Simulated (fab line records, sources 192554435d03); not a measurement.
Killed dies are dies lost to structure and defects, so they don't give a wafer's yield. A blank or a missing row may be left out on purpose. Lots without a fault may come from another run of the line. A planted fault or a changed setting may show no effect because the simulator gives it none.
fab line records | flow n5_finfet
record lots=6 wafers=18 last_day=17
route steps=1938 shown BEOL_M4@1111 BEOL_M5@1157 BEOL_M15@1830 PASSIVATION@1936
lots that met no fault: from a run of the same line without faults
start_h: hours from the record's first day to the start of the lot's first wafer shown | wait_h: hours since the lot's step before | " the same as in the row above | L1.1+2: a row that stands for several wafers | - no value, or no start given | * or withheld: withheld | < > ~ a bound
route shown NAME@n: a module of which the file shows steps, and the number in the route of the first | usual: mean/standard deviation of fault-free wafers | same: alike in all rows | chamber/n: place in a boat | sites: the reading at each site | _std_site: their standard deviation | _edge_site: outer sites' mean less inner sites' | radius_mm: how far each site lies from the wafer's centre | mask NAME#n: copy n | behind: the tool/chamber that last shaped the wafer | hold: why the lot was held/for how many hours/how that ended | device: the transistor (n, p or np) that didn't switch | end of line: the same wafers' tests at the end of the route | a step without rows: its recipe alone | killed: dies lost to structure and defects at the first sort, not the wafer's yield | map: a wafer's dies, x killed, . not, _ none there
set.NAME: the setting as run; set.NAME@STEP: as run at that earlier step | model.NAME: the simulator's own value behind a step, which no gauge read
steps of the route over a sample of lots; a table a step, a row a wafer
services: from which hour (start_h, from the record's first day; less than 0 if before it) a tool's chamber was out of use, for how many hours, and why
## steps
# step N5_BEOL_M4_RC_MEAS_101
# usual DIBL_N=36.3/1.4 DIBL_P=35.7/1.5 IOFF_N=0.155/0.022 IOFF_P=0.204/0.027 ION_N=671/9 ION_P=459/6.2 SS_N=71.5/0.54 SS_P=73.1/0.56 VT_N=250.2/2.6 VT_P=-251/3.3
# columns lot.wafer tool chamber start_h wait_h DIBL_N[mV/V] DIBL_P[mV/V] IOFF_N[nA/um] IOFF_P[nA/um] ION_N[uA/um] ION_P[uA/um] SS_N[mV/dec] SS_P[mV/dec] VT_N[mV] VT_P[mV]
L125.1 prober-02 0 189.13 0.0 35.0 34.9 0.137 0.171 663 453 70.7 72.3 250.8 -255
L125.3 " 0 " " 36.4 36.8 0.176 0.195 682 464 71.5 73.4 245.6 -254
L125.5 " 0 " " 38.2 38.8 0.212 0.222 686 456 71.1 73.6 243.2 -252
L126.4 prober-02 0 191.64 0.5 36.2 35.2 0.150 0.229 666 468 71.1 73.1 252.7 -247
L126.5 " 0 " " 34.4 33.4 0.129 0.214 670 471 70.6 72.0 251.9 -250
L126.6 " 0 " " 36.4 34.8 0.161 0.235 667 461 70.9 73.4 248.3 -247
L139.1 prober-01 0 279.97 0.0 38.2 37.2 0.163 0.226 675 460 71.5 73.5 251.9 -251
L139.2 " 0 " " 39.4 38.3 0.194 0.262 683 467 71.7 74.3 246.3 -248
L139.3 " 0 " " 39.5 38.6 0.190 0.259 674 469 72.0 74.2 247.1 -249
L141.1 prober-02 0 284.96 0.0 36.2 36.8 0.153 0.207 675 466 71.5 72.7 250.7 -250
L141.2 " 0 " " 36.3 36.8 0.158 0.213 671 460 71.3 73.0 251.5 -249
L141.6 " 0 " " 35.9 36.0 0.143 0.194 663 457 71.1 72.4 253.7 -251
L142.1 prober-01 0 293.64 0.0 36.0 35.2 0.143 0.185 674 459 71.3 72.9 252.5 -254
L142.2 " 0 " " 34.7 33.2 0.120 0.159 655 450 72.0 72.7 253.5 -254
L142.6 " 0 " " 37.8 37.7 0.188 0.224 682 464 71.5 73.9 245.5 -251
L144.2 prober-01 0 302.79 0.2 33.6 33.7 0.105 0.161 653 456 71.3 72.2 254.8 -251
L144.5 " 0 " " 36.1 36.6 0.139 0.207 663 461 71.6 73.2 251.6 -251
L144.6 " 0 " " 33.8 33.5 0.106 0.159 644 452 70.9 72.9 255.0 -254
# step N5_BEOL_M5_VIA_ETCH_34
# recipe chemistry=C4F6/O2 target=SiCOH_lowk target_depth_a=883 mask_material=SOC taper_deg=4 time_s=39.2 ion_energy_ev=250 pressure_mtorr=30 source_w=345 bias_w=185 Ar_flow_sccm=300 C4F6_flow_sccm=10 O2_flow_sccm=10
# usual drypump_motor_current_A=5.86/0.26 mfc_ar_sccm=300.0/0.88 oes_product_au=0.78/0.09 rf_vpp_V=668/5 showerhead_plenum_p_Torr=2.87/0.087 throttle_valve_pct=20.97/0.28
# columns lot.wafer tool chamber start_h wait_h drypump_motor_current_A mfc_ar_sccm oes_product_au rf_hours_counter_h rf_vpp_V showerhead_plenum_p_Torr throttle_valve_pct
L125.1 rie_diel-04 2 196.41 0.0 5.84 299.9 0.89 33 672 2.78 20.23
L125.3 " 0 " " 5.84 298.9 0.76 155 666 2.94 21.17
L125.5 " 2 " " 5.83 299.6 0.90 - 671 2.78 20.21
L126.4 rie_diel-02 0 196.99 0.0 6.07 300.1 0.75 164 666 2.85 21.14
L126.5 " 3 " " 5.60 300.6 0.67 - 661 2.91 21.04
L126.6 " 0 " " 6.09 300.3 0.76 - 667 2.85 21.14
L139.1 rie_diel-02 1 287.31 0.0 5.90 299.3 0.69 246 669 2.80 21.27
L139.2 " 2 " " 5.32 300.6 0.74 179 660 2.73 20.74
L139.3 " 0 " " 6.07 300.9 0.73 195 666 2.83 21.18
L141.1 rie_diel-02 0 290.42 0.0 6.09 299.6 0.72 197 668 2.83 21.20
L141.2 " 1 " " 5.90 299.8 0.68 248 668 2.80 21.26
L141.6 " 1 " " 5.89 298.8 0.69 - 668 2.80 21.29
L142.1 rie_diel-02 1 297.88 0.0 5.90 300.7 0.68 252 668 2.80 21.26
L142.2 " 2 " " 5.31 300.3 0.74 185 660 2.72 20.74
L142.6 " 2 " " 5.32 301.4 0.73 - 660 2.72 20.75
L144.2 rie_diel-04 1 306.64 0.0 6.25 300.4 0.89 49 667 3.01 21.01
L144.5 " 1 " " 6.26 300.2 0.89 - 668 3.01 21.01
L144.6 " 3 " " 5.48 298.3 0.71 - 660 2.81 21.15
# step N5_BEOL_M5_ALD_86
# recipe material=TaN target_thk_a=* temp_c=275 ald_precursor_family=PDMAT ald_co_reactant=NH3 pressure_torr=3 carrier_flow_sccm=1500 pulse_time_s=2 purge_time_s=3 co_reactant_purge_time_s=2 co_reactant_pulse_time_s=3 ald_cycles=30 precursor_vessel_temp_c=75 precursor_vessel_pressure_torr=26.25 precursor_vessel_carrier_sccm=1000
# usual ald_cycles=30/0 heater_power_w=427/40 susceptor_temp_C=275.01/0.16
# columns lot.wafer tool chamber start_h wait_h ald_cycles heater_power_w susceptor_temp_C
L125.1 ald_metal-04 0 197.32 0.0 30 358 274.89
L125.3 " 1 " " 30 452 274.84
L125.5 " 3 " " 30 419 274.88
L126.4 ald_metal-04 0 197.99 0.0 30 351 275.05
L126.5 " 1 " " 30 453 274.82
L126.6 " 0 " " 30 354 275.24
L139.1 ald_metal-03 3 288.90 0.2 30 401 275.00
L139.2 " 0 " " 30 428 275.20
L139.3 " 1 " " 30 457 275.12
L141.1 ald_metal-04 3 292.81 0.0 30 418 274.76
L141.2 " 1 " " 14 452 -
L141.6 " 2 " " 14 484 -
L142.1 ald_metal-04 0 299.13 0.0 30 355 275.06
L142.2 " 1 " " 14 462 -
L142.6 " 2 " " 14 492 -
L144.2 ald_metal-03 3 308.13 0.0 30 393 274.98
L144.5 " 2 " " 30 369 275.06
L144.6 " 1 " " 30 467 275.10
# step N5_BEOL_M5_SPUTTER_48
# recipe material=Cu target_thk_a=150 temp_c=-20 chamber_pressure_pa=0.07 power_w=withheld time_s=27.62
# usual chamber_pressure_pa=0.07/0.00013 susceptor_temp_C=-20.00/0.1 throttle_valve_pct=30.4/0.8
# columns lot.wafer tool chamber start_h wait_h chamber_pressure_pa susceptor_temp_C throttle_valve_pct
L125.1 pvd_sputter-02 - 197.78 0.1 0.06983 -19.88 29.2
L125.3 " - " " 0.07012 -19.95 30.6
L125.5 " - " " 0.07009 -20.00 30.4
L126.4 pvd_sputter-03 - 200.27 1.5 0.06984 -20.14 31.2
L126.5 " - " " 0.07013 -20.20 30.7
L126.6 " - " " 0.07003 -20.17 31.2
L139.1 pvd_sputter-02 - 289.60 0.2 0.06978 -19.98 30.1
L139.2 " - " " 0.0699 -20.04 30.7
L139.3 " - " " 0.06995 -20.09 28.9
L141.1 pvd_sputter-01 - 293.34 0.1 0.07 -19.96 29.4
L141.2 " - " " 0.06988 -20.00 30.7
L141.6 " - " " 0.06999 -19.97 29.5
L142.1 pvd_sputter-01 - 299.74 0.1 0.07015 -20.04 30.4
L142.2 " - " " 0.07011 -19.79 29.7
L142.6 " - " " 0.07019 -20.06 30.6
L144.2 pvd_sputter-02 - 308.66 0.1 0.06987 -19.98 29.2
L144.5 " - " " 0.07 -20.00 29.0
L144.6 " - " " 0.06974 -19.95 31.2
# step N5_BEOL_M5_ANNEAL_84
# recipe temp_c=400 time_s=1800 ambient=vacuum
# usual heater_power_w=867/95 susceptor_temp_C=400.01/0.2
# columns lot.wafer tool chamber start_h wait_h heater_power_w susceptor_temp_C
L125.1 pvd_sputter-02 - 200.03 0.0 969 399.69
L125.3 " - " " 858 400.04
L125.5 " - " " 820 400.16
L126.4 pvd_sputter-03 - 202.52 0.0 1010 399.96
L126.5 " - " " 748 400.12
L126.6 " - " " 1030 399.99
L139.1 pvd_sputter-02 - 291.85 0.0 732 400.20
L139.2 " - " " 865 399.93
L139.3 " - " " 957 400.00
L141.1 pvd_sputter-01 - 295.59 0.0 861 399.70
L141.2 " - " " 761 399.83
L141.6 " - " " 870 399.61
L142.1 pvd_sputter-01 - 302.00 0.0 741 400.05
L142.2 " - " " 889 400.25
L142.6 " - " " 734 400.10
L144.2 pvd_sputter-02 - 310.92 0.0 972 399.76
L144.5 " - " " 919 400.01
L144.6 " - " " 940 399.85
# step N5_BEOL_M15_RC_MEAS_101
# usual COMB_M10=1.39e-11/2.6e-12 COMB_M10_max_site=2e-11/4e-12 COMB_M11=1.5e-11/3.3e-12 COMB_M12=6.8e-12/1.5e-12 COMB_M13=5.3e-12/1.2e-12 COMB_M14=3.9e-12/1.1e-12 COMB_M15=2.8e-12/8.1e-13 COMB_M5=3.7e-11/6.6e-12 COMB_M5_max_site=5.4e-11/1.1e-11 COMB_M6=2.6e-11/5.1e-12 COMB_M7=2.6e-11/5e-12 COMB_M8=2.5e-11/4.6e-12 COMB_M8_max_site=3.7e-11/7.8e-12 COMB_M9=1.5e-11/3.4e-12 COMB_M9_max_site=2.1e-11/5.7e-12 SERP_M10=3.10/0.072 SERP_M11=3.08/0.079 SERP_M11_max_site=3.17/0.086 SERP_M12=0.638/0.015 SERP_M13=0.309/0.007 SERP_M14=0.1620/0.003 SERP_M5=38.5/1.6 SERP_M5_max_site=39.9/1.6 SERP_M6=14.1/0.49 SERP_M6_max_site=14.7/0.54 SERP_M7=14.1/0.49 SERP_M8=14.0/0.46 SERP_M9=3.08/0.087
# columns lot.wafer tool chamber start_h wait_h COMB_M10[S/m] COMB_M10_max_site[S/m] COMB_M11[S/m] COMB_M12[S/m] COMB_M13[S/m] COMB_M14[S/m] COMB_M15[S/m] COMB_M5[S/m] COMB_M5_max_site[S/m] COMB_M6[S/m] COMB_M7[S/m] COMB_M8[S/m] COMB_M8_max_site[S/m] COMB_M9[S/m] COMB_M9_max_site[S/m] SERP_M10[ohm/um] SERP_M11[ohm/um] SERP_M11_max_site[ohm/um] SERP_M12[ohm/um] SERP_M13[ohm/um] SERP_M14[ohm/um] SERP_M5[ohm/um] SERP_M5_max_site[ohm/um] SERP_M6[ohm/um] SERP_M6_max_site[ohm/um] SERP_M7[ohm/um] SERP_M8[ohm/um] SERP_M9[ohm/um]
L126.4 prober-01 0 285.57 0.5 1.38e-11 2e-11 1.6e-11 7.2e-12 7.1e-12 4.8e-12 3.8e-12 4e-11 6e-11 2.3e-11 3.5e-11 3e-11 4.1e-11 1.3e-11 1.4e-11 3.14 2.96 3.07 0.638 0.305 0.1603 38.9 40.5 14.4 14.9 13.8 14.0 3.06
L126.5 " 0 " " 1.28e-11 2.2e-11 2.2e-11 8.2e-12 5.4e-12 4.5e-12 3.9e-12 4.1e-11 5.3e-11 2e-11 3.4e-11 2.3e-11 3.8e-11 1.3e-11 1.7e-11 3.24 3.06 3.26 0.641 0.302 0.1653 37.5 39.0 14.2 14.5 13.9 15.2 3.04
L126.6 " 0 " " 1.33e-11 1.6e-11 1.7e-11 7.4e-12 6.5e-12 4e-12 4.3e-12 4.6e-11 5.6e-11 2.5e-11 3.6e-11 2.7e-11 3.2e-11 1.2e-11 1.5e-11 3.07 3.00 3.13 0.642 0.301 0.1667 38.6 40.7 14.6 15.2 13.8 13.7 3.07
L125.1 prober-02 0 285.89 0.7 1.81e-11 2.4e-11 9e-12 8.4e-12 7.1e-12 3.4e-12 2.3e-12 3.2e-11 3.9e-11 2.5e-11 3.1e-11 2.6e-11 3.7e-11 1.1e-11 1.5e-11 3.20 3.10 3.16 0.622 0.309 0.1664 38.9 39.5 14.8 15.4 13.8 14.2 3.16
L125.3 " 0 " " 1.21e-11 1.9e-11 9e-12 9.1e-12 5.1e-12 3e-12 1.6e-12 4e-11 6.5e-11 2.2e-11 2.4e-11 2.6e-11 4.8e-11 1.2e-11 1.5e-11 3.10 3.19 3.28 0.650 0.311 0.1629 38.6 39.9 14.2 15.2 13.4 13.9 3.19
L125.5 " 0 " " 9.7e-12 1.5e-11 1.3e-11 5.5e-12 6e-12 3.6e-12 1.4e-12 4.4e-11 5.5e-11 2e-11 2.6e-11 3e-11 3.8e-11 1.3e-11 1.9e-11 3.12 3.13 3.30 0.646 0.298 0.1616 38.5 40.5 14.5 15.1 14.2 13.7 3.20
L139.1 prober-02 0 368.97 0.0 1.48e-11 2.5e-11 1.4e-11 4.3e-12 4.5e-12 2.5e-12 1.1e-12 4.3e-11 6.8e-11 2.3e-11 3.2e-11 2.3e-11 2.8e-11 1.2e-11 1.6e-11 3.16 3.07 3.26 0.644 0.305 0.1600 40.5 41.6 14.8 15.8 14.5 14.1 3.18
L139.2 " 0 " " 1.56e-11 2.3e-11 1.8e-11 5.4e-12 4.7e-12 3.8e-12 1.6e-12 2.9e-11 4.4e-11 1.9e-11 2e-11 2.7e-11 3.6e-11 1.2e-11 1.7e-11 3.05 3.02 3.05 0.668 0.305 0.1619 41.0 42.9 14.5 15.1 14.4 13.3 2.89
L139.3 " 0 " " 1.06e-11 1.8e-11 1e-11 7.4e-12 4.7e-12 5.2e-12 1.7e-12 3e-11 4.1e-11 2.6e-11 3e-11 2.9e-11 3.6e-11 1.1e-11 1.6e-11 2.97 2.94 3.00 0.626 0.315 0.1660 41.4 42.5 14.4 15.1 14.4 13.9 3.05
L141.1 prober-01 0 385.29 0.0 1.19e-11 1.6e-11 2.3e-11 7.8e-12 5.7e-12 5.2e-12 4.1e-12 4.1e-11 6.1e-11 2.5e-11 1.9e-11 2.3e-11 3.3e-11 1.5e-11 3.3e-11 2.99 3.07 3.16 0.625 0.320 0.1605 38.9 41.0 14.2 15.1 13.1 13.1 3.04
L141.2 " 0 " " 1.48e-11 2.9e-11 1.6e-11 1.08e-11 4.8e-12 4.9e-12 3.6e-12 5.33e-10 6.79e-10 2.9e-11 2.5e-11 2e-11 2.7e-11 1.5e-11 2.4e-11 3.00 3.30 3.36 0.648 0.304 0.1569 32.9 35.1 13.9 14.6 13.5 13.7 3.19
L141.6 " 0 " " 1.73e-11 2.2e-11 2.1e-11 6.3e-12 5.4e-12 5.2e-12 4.2e-12 3.88e-10 7.25e-10 2.9e-11 3.2e-11 2.6e-11 3.5e-11 1.3e-11 1.7e-11 2.97 3.09 3.20 0.632 0.307 0.1603 33.5 35.7 13.7 14.2 13.0 14.0 2.94
L142.1 prober-01 0 386.81 0.0 1.3e-11 1.9e-11 1.5e-11 7.2e-12 5.3e-12 4.6e-12 3.1e-12 3.7e-11 5.3e-11 3.2e-11 2.7e-11 2.9e-11 4.5e-11 1.3e-11 2.1e-11 3.08 3.07 3.11 0.642 0.317 0.1634 38.3 39.7 14.8 15.3 13.5 13.4 3.03
L142.2 " 0 " " 1.64e-11 2.4e-11 2.2e-11 7e-12 6.7e-12 5e-12 3.5e-12 4.23e-10 7.26e-10 2.8e-11 2.3e-11 3.2e-11 4.1e-11 1.4e-11 1.8e-11 2.97 2.96 3.03 0.618 0.310 0.1612 33.6 34.4 14.4 14.7 14.4 13.7 3.13
L142.6 " 0 " " 1.28e-11 1.5e-11 2e-11 6.9e-12 5.2e-12 4.1e-12 3.5e-12 5.54e-10 9.05e-10 2.6e-11 2.7e-11 3.3e-11 3.9e-11 1.4e-11 1.9e-11 3.07 3.00 3.13 0.625 0.305 0.1629 34.5 35.9 14.8 15.6 14.3 13.9 2.91
L144.2 prober-02 0 388.96 0.2 1.45e-11 2.1e-11 1.3e-11 8.1e-12 7.9e-12 2.8e-12 2.5e-12 4.1e-11 8e-11 2.7e-11 1.9e-11 1.9e-11 2.8e-11 1.1e-11 2.1e-11 3.12 3.17 3.27 0.634 0.314 0.1609 36.1 37.0 15.0 15.3 13.3 13.7 3.03
L144.5 " 0 " " 1.73e-11 2.2e-11 1.5e-11 7.1e-12 5.9e-12 2.6e-12 2.9e-12 3.5e-11 4.6e-11 2.4e-11 2.7e-11 2.5e-11 4.1e-11 1.4e-11 2e-11 3.08 3.15 3.21 0.622 0.303 0.1622 37.7 38.8 13.6 14.0 14.2 13.8 2.94
L144.6 " 0 " " 9.4e-12 1.3e-11 1.7e-11 7.4e-12 4e-12 3.5e-12 2.3e-12 3.6e-11 5.2e-11 2.8e-11 2.2e-11 2.8e-11 3.2e-11 1.8e-11 2.3e-11 3.09 2.98 3.06 0.631 0.304 0.1625 39.8 40.8 14.0 15.2 13.6 13.6 2.97
# sites COMB_M5 radius_mm=0,75,75,75,75,140,140,140,140
L126.4 3.6e-11 4e-11 4.2e-11 4.3e-11 4.1e-11 3.2e-11 6e-11 3.7e-11 3.7e-11
L125.1 3.4e-11 2.8e-11 2.2e-11 3.9e-11 3.2e-11 3.2e-11 3.7e-11 2.2e-11 2e-11
L139.1 6.8e-11 3.4e-11 4.3e-11 3.9e-11 4.4e-11 4.4e-11 3.8e-11 5.6e-11 4e-11
L141.1 5.5e-11 4.1e-11 3.1e-11 3.5e-11 6.1e-11 3.4e-11 4.3e-11 4.4e-11 3.5e-11
L142.1 2.9e-11 3.9e-11 3e-11 3.7e-11 5.3e-11 4.6e-11 3.7e-11 2.2e-11 4e-11
L144.2 5.2e-11 4.1e-11 3.3e-11 7e-11 6.1e-11 3.7e-11 8e-11 3.8e-11 3.3e-11
# sites SERP_M5 radius_mm=0,75,75,75,75,140,140,140,140
L126.4 38.9 39.6 39.5 39.8 40.5 37.7 37.7 36.5 37.7
L125.1 38.8 38.9 38.9 38.5 39.0 39.2 38.5 39.2 39.5
L139.1 41.1 40.5 39.7 41.2 40.1 39.5 40.3 41.6 40.7
L141.1 39.9 40.5 40.8 38.9 41.0 37.5 37.7 36.8 37.8
L142.1 39.3 39.7 39.5 38.3 38.6 36.7 37.6 37.6 36.6
L144.2 37.0 36.3 36.8 36.8 35.7 36.1 36.1 35.6 35.9
# step N5_PASSIVATION_PROBE_49
# usual defect_limited_yield=91.0/1.5 killed_at_M0_to_M3=36/12 killed_at_M4_up=14/5.5 killed_at_contacts=11/4.8 killed_at_front_end=42/12 killed_at_other=3.7/2.7 killed_dies=106/18 killed_on_rim=13/4.5 killed_open=70/13 killed_short=35/8.2 sort_bin_4_leakage=0/0 sort_bin_5_function=5.3/1 sort_bin_6_memory=3.3/0.69 sort_n_pass=1074/18 sort_yield_pct=91.0/1.5
# same gross_dies=1180 killed_at_back_side=0 sort_bin_8_speed[%]=0
# columns lot.wafer tool chamber start_h wait_h defect_limited_yield[%] killed_at_M0_to_M3 killed_at_M4_up killed_at_contacts killed_at_front_end killed_at_other killed_dies killed_on_rim killed_open killed_short sort_bin_4_leakage[%] sort_bin_5_function[%] sort_bin_6_memory[%] sort_n_pass sort_yield_pct[%]
L126.4 prober-01 - 299.74 0.2 90.9 31 15 13 41 7 107 17 63 40 0 5.6 2.8 1073 90.9
L126.5 prober-01 - 299.79 0.2 92.0 30 12 12 31 9 94 4 54 39 0 4.9 2.9 1086 92.0
L126.6 prober-01 - 299.84 0.3 92.9 17 15 6 46 0 84 14 51 27 0 4.0 2.7 1096 92.9
L125.1 prober-02 - 299.90 0.0 89.7 48 5 10 56 3 122 20 83 38 0 6.2 3.9 1058 89.7
L125.3 prober-02 - 300.00 0.1 91.9 49 13 6 27 1 96 4 71 25 0 4.4 3.6 1084 91.9
L125.5 prober-02 - 300.10 0.2 89.2 52 10 6 56 4 128 11 85 43 0 6.7 3.5 1052 89.2
L139.1 prober-02 - 382.26 0.0 90.4 34 21 12 43 3 113 14 75 35 0 5.3 4.1 1067 90.4
L139.2 prober-02 - 382.31 0.1 91.8 18 20 10 46 3 97 12 64 33 0 4.7 3.1 1083 91.8
L139.3 prober-02 - 382.36 0.1 93.5 14 13 12 34 4 77 11 51 26 0 3.2 2.9 1103 93.5
L141.1 prober-01 - 399.64 0.0 89.4 44 13 6 54 8 125 19 81 44 0 6.2 4.2 1055 89.4
L141.2 prober-01 - 399.69 0.1 77.8 40 161 19 42 0 262 37 75 41 12.37 5.8 3.6 918 77.8
L141.6 prober-01 - 399.89 0.3 75.6 48 176 9 51 4 288 35 87 39 13.73 6.8 3.6 892 75.6
L142.1 prober-01 - 401.25 0.0 91.7 48 13 3 31 3 98 13 63 35 0 5.8 2.4 1082 91.7
L142.2 prober-01 - 401.30 0.1 74.2 31 206 7 59 1 304 46 64 42 16.78 4.8 4.1 876 74.2
L142.6 prober-01 - 401.50 0.3 74.1 56 175 8 63 4 306 44 103 44 13.39 7.9 4.2 874 74.1
L144.2 prober-01 - 406.11 0.1 91.6 22 17 11 44 5 99 15 65 34 0 4.8 3.3 1081 91.6
L144.5 prober-01 - 406.26 0.2 92.8 26 11 8 36 4 85 6 53 28 0 4.1 2.8 1095 92.8
L144.6 prober-01 - 406.31 0.3 91.5 31 26 8 28 7 100 7 69 30 0 5.3 3.1 1080 91.5
# killed by level:class
L126.4 FIN_SAQP:geometric_particle:open=14 MOL_CONTACT_COAG:geometric_particle:open=10 FIN_SAQP:geometric_particle:short=8 BEOL_M3:geometric_particle:open=7 BEOL_M1:geometric_particle:open=6 BEOL_M0_SAQP:geometric_particle:short=5 GATE_CUT:geometric_particle:short=5 PASS1_CAP:geometric_particle:open=4
L126.5 BEOL_M1:geometric_particle:open=9 FIN_SAQP:geometric_particle:open=6 DUMMY_GATE:geometric_particle:open=6 MOL_CONTACT_COAG:geometric_particle:short=6 MOL_CONTACT_COAG:geometric_particle:open=6 FIN_SAQP:geometric_particle:short=5 BEOL_M1:geometric_particle:short=5 BEOL_M0_SAQP:geometric_particle:short=4
L126.6 FIN_SAQP:geometric_particle:open=10 FIN_SAQP:geometric_particle:short=7 STI_FIN_REVEAL:geometric_particle:open=6 BEOL_M3:geometric_particle:open=6 MOL_CONTACT_COAG:geometric_particle:open=5 ILD0:geometric_particle:open=4 GATE_CUT:geometric_particle:short=4 BEOL_M7:geometric_particle:open=4
L125.1 STI_FIN_REVEAL:geometric_particle:open=21 BEOL_M3:geometric_particle:open=12 FIN_SAQP:geometric_particle:open=9 MOL_CONTACT_COAG:geometric_particle:open=8 BEOL_M0_SAQP:geometric_particle:open=8 BEOL_M0_SAQP:geometric_particle:short=6 GATE_CUT:geometric_particle:short=6 BEOL_M1:geometric_particle:open=5
L125.3 BEOL_M1:geometric_particle:open=11 BEOL_M0:geometric_particle:open=11 BEOL_M0_SAQP:geometric_particle:open=8 BEOL_M3:geometric_particle:open=8 GATE_CUT:geometric_particle:short=6 STI_FIN_REVEAL:geometric_particle:open=6 BEOL_M4:geometric_particle:open=6 FIN_SAQP:geometric_particle:open=5
L125.5 FIN_SAQP:geometric_particle:open=16 BEOL_M0_SAQP:geometric_particle:open=16 BEOL_M0_SAQP:geometric_particle:short=13 STI_FIN_REVEAL:geometric_particle:open=9 FIN_SAQP:geometric_particle:short=8 BEOL_M1:geometric_particle:open=7 BEOL_M3:geometric_particle:open=7 GATE_CUT:geometric_particle:short=5
L139.1 FIN_SAQP:geometric_particle:open=14 BEOL_M3:geometric_particle:open=12 FIN_SAQP:geometric_particle:short=11 BEOL_M4:geometric_particle:open=9 MOL_CONTACT_COAG:geometric_particle:open=8 BEOL_M0_SAQP:geometric_particle:open=6 BEOL_M0_SAQP:geometric_particle:short=6 STARTING-WAFER:geometric_particle:short=6
L139.2 FIN_SAQP:geometric_particle:open=13 DUMMY_GATE:geometric_particle:open=9 MOL_CONTACT_COAG:geometric_particle:open=9 BEOL_M4:geometric_particle:open=7 FIN_SAQP:geometric_particle:short=6 STI_FIN_REVEAL:geometric_particle:open=6 BEOL_M0_SAQP:geometric_particle:short=5 GATE_CUT:geometric_particle:short=4
L139.3 MOL_CONTACT_COAG:geometric_particle:open=12 BEOL_M4:geometric_particle:open=8 FIN_SAQP:geometric_particle:open=7 GATE_CUT:geometric_particle:short=5 FIN_SAQP:geometric_particle:short=4 DUMMY_GATE:geometric_particle:open=4 BEOL_M0_SAQP:geometric_particle:short=4 BEOL_M2:geometric_particle:open=4
L141.1 STI_FIN_REVEAL:geometric_particle:open=12 FIN_SAQP:geometric_particle:open=11 FIN_SAQP:geometric_particle:short=9 BEOL_M0_SAQP:geometric_particle:short=7 BEOL_M0_SAQP:geometric_particle:open=7 BEOL_M2:geometric_particle:open=7 MOL_CONTACT_COAG:geometric_particle:open=6 ILD0:geometric_particle:short=5
L141.2 M5:area_ald=146 MOL_CONTACT_COAG:geometric_particle:open=15 BEOL_M0_SAQP:geometric_particle:open=9 FIN_SAQP:geometric_particle:open=8 BEOL_M0_SAQP:geometric_particle:short=8 FIN_SAQP:geometric_particle:short=7 STI_FIN_REVEAL:geometric_particle:open=7 BEOL_M1:geometric_particle:open=6
L141.6 M5:area_ald=162 BEOL_M2:geometric_particle:open=15 FIN_SAQP:geometric_particle:open=11 BEOL_M1:geometric_particle:open=10 MOL_CONTACT_COAG:geometric_particle:open=6 BEOL_M5:geometric_particle:open=6 STI_FIN_REVEAL:geometric_particle:open=5 GATE_CUT:geometric_particle:short=5
L142.1 BEOL_M0_SAQP:geometric_particle:short=14 FIN_SAQP:geometric_particle:open=10 STI_FIN_REVEAL:geometric_particle:open=7 BEOL_M1:geometric_particle:open=7 BEOL_M4:geometric_particle:open=6 BEOL_M3:geometric_particle:open=6 FIN_SAQP:geometric_particle:short=5 BEOL_M0_SAQP:geometric_particle:open=5
L142.2 M5:area_ald=198 FIN_SAQP:geometric_particle:open=16 FIN_SAQP:geometric_particle:short=14 STI_FIN_REVEAL:geometric_particle:open=11 BEOL_M0_SAQP:geometric_particle:short=9 BEOL_M0_SAQP:geometric_particle:open=6 BEOL_M4:geometric_particle:open=5 BEOL_M0:geometric_particle:open=4
L142.6 M5:area_ald=158 FIN_SAQP:geometric_particle:open=18 STI_FIN_REVEAL:geometric_particle:open=14 BEOL_M2:geometric_particle:open=14 BEOL_M0_SAQP:geometric_particle:open=10 BEOL_M4:geometric_particle:open=10 FIN_SAQP:geometric_particle:short=8 BEOL_M0_SAQP:geometric_particle:short=7
L144.2 FIN_SAQP:geometric_particle:open=12 BEOL_M4:geometric_particle:open=10 MOL_CONTACT_COAG:geometric_particle:open=9 GATE_CUT:geometric_particle:short=8 FIN_SAQP:geometric_particle:short=7 DUMMY_GATE:geometric_particle:open=5 BEOL_M0_SAQP:geometric_particle:open=5 BEOL_M3:geometric_particle:open=5
L144.5 BEOL_M3:geometric_particle:open=7 FIN_SAQP:geometric_particle:short=6 BEOL_M1:geometric_particle:open=6 FIN_SAQP:geometric_particle:open=5 DUMMY_GATE:geometric_particle:open=5 MOL_CONTACT_COAG:geometric_particle:open=5 BEOL_M1:geometric_particle:short=4 BEOL_M2:geometric_particle:open=4
L144.6 BEOL_M4:geometric_particle:open=13 BEOL_M5:geometric_particle:open=9 DUMMY_GATE:geometric_particle:open=7 MOL_CONTACT_COAG:geometric_particle:open=7 BEOL_M1:geometric_particle:open=7 BEOL_M2:geometric_particle:open=7 BEOL_M3:geometric_particle:open=5 BEOL_M3:geometric_particle:short=5
## services
# columns tool chamber start_h hours kind
rie_diel-04 - 173.81 2.7 repair
ald_metal-03 - 200.61 0.4 repair
rie_diel-02 3 220.00 - clean
rie_diel-02 3 220.00 - consumable_replace:focus_ring
rie_diel-02 3 220.00 18.5 scheduled_down
rie_diel-02 3 220.00 18.5 vent_cycle
rie_diel-02 3 240.04 7.0 repair
rie_diel-04 3 256.08 4.6 repair
rie_diel-04 - 270.47 28.1 pm
ald_metal-04 2 274.46 2.0 repair
rie_diel-02 3 286.50 12.4 repair
rie_diel-02 1 298.96 - clean
rie_diel-02 1 298.96 - consumable_replace:focus_ring
rie_diel-02 1 298.96 24.0 scheduled_down
rie_diel-02 1 298.96 24.0 vent_cycle
rie_diel-04 2 300.05 8.2 repair
## key
first_sign step=N5_BEOL_M5_ALD_86 reading=ald_cycles direction=down sigmas=99+ usual=* struck=*
effect step=N5_BEOL_M15_RC_MEAS_101 reading=COMB_M5 direction=up sigmas=67 usual=3.7e-11 struck=4.74e-10
effect step=N5_PASSIVATION_PROBE_49 reading=sort_bin_4_leakage direction=up sigmas=99+ usual=0 struck=14.07
more_kills_born_at N5_BEOL_M5_ALD_86@ald_metal-04=664
met_at N5_BEOL_M5_ALD_86
struck_lots L141,L142
struck_wafers L141.2,L141.6,L142.2,L142.6
not_acting_at N5_BEOL_M5_VIA_ETCH_34,N5_BEOL_M5_SPUTTER_48,N5_BEOL_M5_ANNEAL_84
onset_between 197.99 292.81
fault kind=process_parameter_drift tool=ald_metal-04 chamber=- onset_h=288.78 steps=N5_BEOL_M5_ALD_86 channel=ald_cycles offset=* shape=step end_h=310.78 scope=struck_wafers_only acts_in=* stated=*
